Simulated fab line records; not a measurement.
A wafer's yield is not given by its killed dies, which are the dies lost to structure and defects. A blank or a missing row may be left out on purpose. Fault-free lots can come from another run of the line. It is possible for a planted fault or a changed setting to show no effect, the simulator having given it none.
Problem report, 8D (eight disciplines) form, completed by code / flow n5-finfet / the parts of the form that need people (team, actions taken, sign-off) are left out

1. WHAT IS WRONG
rf-fwd-power-W at N5_BEOL_M7_ETCH_61 reads a mean of 668.9 W on 6 wafers of 2 lots; wafers without a fault read 539.6 W with a standard deviation of 1.8. Relative to the usual mean, that is a shift of +72 standard deviations.
The step: etches SiARC in CF4, target depth 45.5 nm, time 75.8 s.
The first sign was on wafer L295.4 at day 13 17:46, on rie-diel-03. Wafers with a number at this step in the record: 30, from 10 lots. The rule behind "out" and "out of limits": a value lying over 4 standard deviations away from the usual mean. The other wafers with a number count as sound.

2. WHAT IT IS AND WHAT IT IS NOT
question=which readings at this step | is=rf-fwd-power-W, rf-vpp-V | is not=drypump-motor-current-A, mfc-ar-sccm, showerhead-plenum-p-Torr, throttle-valve-pct
question=which lots | is=L294, L295 | is not=L277, L279, L281, L284, L286, L287, L297, L300
question=which wafers of those lots | is=all that have a number | is not=-
question=read on which tools | is=rie-diel-03 | is not=rie-diel-04, rie-diel-06
question=when | is=from day 13 17:46 | is not=up to then (18 sound wafers); but 6 sound wafers of L297, L300 came after

3. SUSPECTS, AND WHAT RULES EACH OUT
Counting: a tool stays on the suspect list if, at a process step up to the reading, it processed all lots that are out and no sound lot following the first of them.
- pecvd-03 at N5_BEOL_M7_ILD_DEP_00 (deposits SiCOH lowk from DEMS/porogen, target thk 179.75 nm, time 33.4 s): ruled out as a lasting fault. The sound lots L297 went through it after L295, its earliest lot that is out (day 13 15:20).
- rie-diel-03 at N5_BEOL_M7_ETCH_61 (etches SiARC in CF4, target depth 45.5 nm, time 75.8 s): kept. It processed each lot that is out, first L295 at day 13 17:46, and no sound lot thereafter; up to then, the last sound lot it processed was L286 at day 12 03:46. Its own readings are out on those wafers: rf-fwd-power-W, rf-vpp-V.
Left after counting: rie-diel-03 at N5_BEOL_M7_ETCH_61.

4. THE CAUSE (what the simulator had put in)
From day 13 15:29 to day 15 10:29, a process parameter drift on rie-diel-03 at N5_BEOL_M7_ETCH_61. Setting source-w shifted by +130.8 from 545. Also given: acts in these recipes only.
This tool alone remained once counting was done.

5. SEQUENCE OF EFFECTS, ordered by route
Each row: a reading where the mean over the struck wafers with a number is more than 3 standard deviations away from the usual. Readings are gone through only where the record gives a usual standard deviation; hours: the median, over the lots, of the time from a lot's start at the first step in this table giving one to that lot's start at this step; sigmas: the change measured in usual standard deviations.
hours=0; step=N5_BEOL_M7_ETCH_61; reading=etch-rf-on-time-s; usual=77.3 s; on struck wafers=64.3; change=-13.0; sigmas=-4.8
hours=0; step=N5_BEOL_M7_ETCH_61; reading=rf-fwd-power-W; usual=539.6 W; on struck wafers=668.9; change=+129.3; sigmas=+72
hours=0; step=N5_BEOL_M7_ETCH_61; reading=rf-vpp-V; usual=184.0 V; on struck wafers=170.8; change=-13.2; sigmas=-11
Process steps it contains:
- N5_BEOL_M7_ETCH_61: etches SiARC in CF4, target depth 45.5 nm, time 75.8 s.

6. HOW IT WOULD HAVE BEEN CAUGHT EARLIER
In this record the first reading out of limits was taken at day 13 17:46, 2 hours after the fault began at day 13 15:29.
